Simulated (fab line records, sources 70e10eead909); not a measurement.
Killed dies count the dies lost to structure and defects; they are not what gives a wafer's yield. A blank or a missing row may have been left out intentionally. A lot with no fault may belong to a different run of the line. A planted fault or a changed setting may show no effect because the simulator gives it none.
Tool commonality check | flow nand harc | 13 lots and 39 wafers in the sample

WHAT PROMPTED THE OPENING
Flagged at NHARC_A_ONON_D1_THK_MEAS_24: reading thk nm, on 2 of 13 lots. Wafers without a fault read 999 nm, standard deviation 10.
Rule: a lot gets a flag if all its wafers with a number sit over 4 standard deviations from that mean, or if no wafer of it has a number. As for the other lots, they are considered sound.

lot  | measured     | on            | thk nm (nm), wafer by wafer | flag
L770 | day 8 17:40  | film metro-01 | 1002 1002 1002              |
L772 | day 9 09:40  | film metro-01 | 989 989 992                 |
L773 | day 9 20:49  | film metro-02 | 1002 1004 1005              |
L775 | day 10 04:52 | film metro-01 | 1017 1018 1019              |
L777 | day 11 07:14 | film metro-02 | 995 995 994                 |
L778 | day 11 07:14 | film metro-01 | 1012 1010 1011              |
L779 | day 12 07:05 | film metro-01 | 988 989 989                 |
L781 | day 13 00:58 | film metro-01 | 989 989 989                 |
L782 | day 13 05:40 | film metro-02 | 1003 1005 1002              |
L783 | day 14 04:30 | film metro-02 | 1006 1008 1007              |
L784 | day 14 14:08 | film metro-02 | 997 995 996                 |
L789 | day 16 06:28 | film metro-02 | 678 678 677                 | FLAGGED
L791 | day 17 04:10 | film metro-02 | 665 664 663                 | FLAGGED
The mean of the flagged lots' numbers is 671 nm, -328 nm from the usual (-33 standard deviations).

TOOL THAT RAN EACH LOT
2 process steps preceding the reading are held in the record, out of 1302 steps in the route. In each cell: the tool, then ch and the chambers that the sampled wafers went through, then the start.
lot  | flag    | NHARC_P_BONDPAD_CMP_19        | NHARC_A_ONON_D1_DEP_22
L770 |         | cmp-04 ch 2,3, day 7 03:22    | pecvd onon-03 ch 0, day 8 17:10
L772 |         | cmp-02 ch 0,1, day 7 21:36    | pecvd onon-01 ch 0, day 9 09:13
L773 |         | cmp-02 ch 0,1,3, day 8 05:09  | pecvd onon-01 ch 0, day 9 20:22
L775 |         | cmp-04 ch 1,2,3, day 8 17:36  | pecvd onon-03 ch 0, day 10 04:21
L777 |         | cmp-01 ch 1,2,3, day 9 20:13  | pecvd onon-03 ch 0, day 11 06:47
L778 |         | cmp-01 ch 0,2, day 9 22:57    | pecvd onon-01 ch 0, day 11 06:44
L779 |         | cmp-02 ch 0,2,3, day 10 19:16 | pecvd onon-02 ch 0, day 12 06:38
L781 |         | cmp-01 ch 0,1,3, day 11 11:19 | pecvd onon-03 ch 0, day 13 00:26
L782 |         | cmp-02 ch 0,2,3, day 11 15:10 | pecvd onon-01 ch 0, day 13 05:10
L783 |         | cmp-04 ch 2,3, day 12 12:47   | pecvd onon-03 ch 0, day 14 03:59
L784 |         | cmp-01 ch 2,3, day 13 00:58   | pecvd onon-01 ch 0, day 14 13:38
L789 | FLAGGED | cmp-01 ch 0,1, day 14 18:41   | pecvd onon-01 ch 0, day 16 06:01
L791 | FLAGGED | cmp-04 ch 0,3, day 15 16:23   | pecvd onon-01 ch 0, day 17 03:46
What the steps here do:
- NHARC_P_BONDPAD_CMP_19: polishes, t overpolish 30 s, cu recess touch 16 s, target thk 160.81 nm.
- NHARC_A_ONON_D1_DEP_22: target thk 1000 nm.
- NHARC_A_ONON_D1_THK_MEAS_24: measures by ellipsometry.

FLAGGED OVER TOTAL, TOOL BY TOOL (the gauges that took the reading come last)
step                        | tool          | lots run | flagged | share of the flagged lots | sound lots run after its first flagged lot
NHARC_P_BONDPAD_CMP_19      | cmp-01        | 5        | 1       | some                      | 0
NHARC_P_BONDPAD_CMP_19      | cmp-02        | 4        | 0       | none                      | -
NHARC_P_BONDPAD_CMP_19      | cmp-04        | 4        | 1       | some                      | 0
NHARC_A_ONON_D1_DEP_22      | pecvd onon-01 | 7        | 2       | all                       | 0
NHARC_A_ONON_D1_DEP_22      | pecvd onon-02 | 1        | 0       | none                      | -
NHARC_A_ONON_D1_DEP_22      | pecvd onon-03 | 5        | 0       | none                      | -
NHARC_A_ONON_D1_THK_MEAS_24 | film metro-01 | 6        | 0       | none                      | -
NHARC_A_ONON_D1_THK_MEAS_24 | film metro-02 | 7        | 2       | all                       | 0

WHAT THE TABLE PERMITS
Table rows that saw every flagged lot: 2, namely pecvd onon-01 at NHARC_A_ONON_D1_DEP_22 and film metro-02 at NHARC_A_ONON_D1_THK_MEAS_24.
- pecvd onon-01 at NHARC_A_ONON_D1_DEP_22: 2 of its 7 lots flagged. A fault beginning between L784 (day 14 13:38), its last sound lot, and L789 (day 16 06:01), its first flagged one, fits the data.
- film metro-02 at NHARC_A_ONON_D1_THK_MEAS_24: 2 of its 7 lots flagged. A fault beginning between L784 (day 14 14:08), its last sound lot, and L789 (day 16 06:28), its first flagged one, fits the data.
Counting lots can't tell these 2 tools apart, because each fits a fault that began at some hour. More lots, or a look at what each step does to the wafer, might.

WHAT HAD BEEN PUT IN BY THE SIMULATOR
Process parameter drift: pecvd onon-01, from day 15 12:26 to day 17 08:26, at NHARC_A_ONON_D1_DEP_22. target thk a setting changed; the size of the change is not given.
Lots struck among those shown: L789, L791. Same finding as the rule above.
